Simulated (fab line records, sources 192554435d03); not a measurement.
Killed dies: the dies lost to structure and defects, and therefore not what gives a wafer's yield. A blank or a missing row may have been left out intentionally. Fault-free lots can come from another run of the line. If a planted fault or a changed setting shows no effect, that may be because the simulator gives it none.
Matching of chambers -- flow n5 finfet -- 4 sister chambers for N5_FIN_SAQP_MANDREL2_REMOVE_60 on rie si-01
The step chemistry HBr/Cl2/O2, target a-Si, stops on SiNx, bt time 10 s. 8 wafers are shown with their chamber, then 8 later ones without.

## WAFERS, EACH WITH ITS CHAMBER
wafer,chamber,throttle valve pct (%),drypump motor current A (A)
L258.5,3,36.50,6.1
L262.1,2,36.86,5.0
L262.4,0,36.56,5.6
L262.5,2,36.88,5.1
L269.1,1,36.69,6.3
L269.5,1,36.67,6.2
L269.6,0,36.55,5.6
L270.2,3,36.47,6.2

## WAFERS MISSING THEIR CHAMBER
wafer,throttle valve pct (%),drypump motor current A (A)
L270.5,36.47,6.1
L270.6,36.88,5.1
L272.1,36.49,6.2
L272.2,36.58,5.5
L272.3,36.90,5.0
L273.1,36.89,5.0
L273.4,36.68,6.3
L273.6,36.47,6.1

## EACH ONE'S CHAMBER
wafer,from the rows above,in truth
L270.5,3,3
L270.6,2,2
L272.1,3,3
L272.2,0,0
L272.3,2,2
L273.1,2,2
L273.4,1,1
L273.6,3,3
Placed correctly: 8 of 8. From these rows, 0 cannot be placed. Wrongly placed: 0.
How it was worked out, from the rows above alone: a wafer's distance from a chamber is the root of the sum, over the readings, of the square of ((its reading less the chamber's mean) divided by the reading's scatter). The wafer belongs to the nearest chamber; if the next one is less than 2 further off, it can't be placed. The mean given for a chamber averages the wafers shown for that chamber. How the scatter is found: for the shown wafers, subtract from each reading the mean of its chamber, square and add these, divide the total by (wafers less chambers), then take the root.
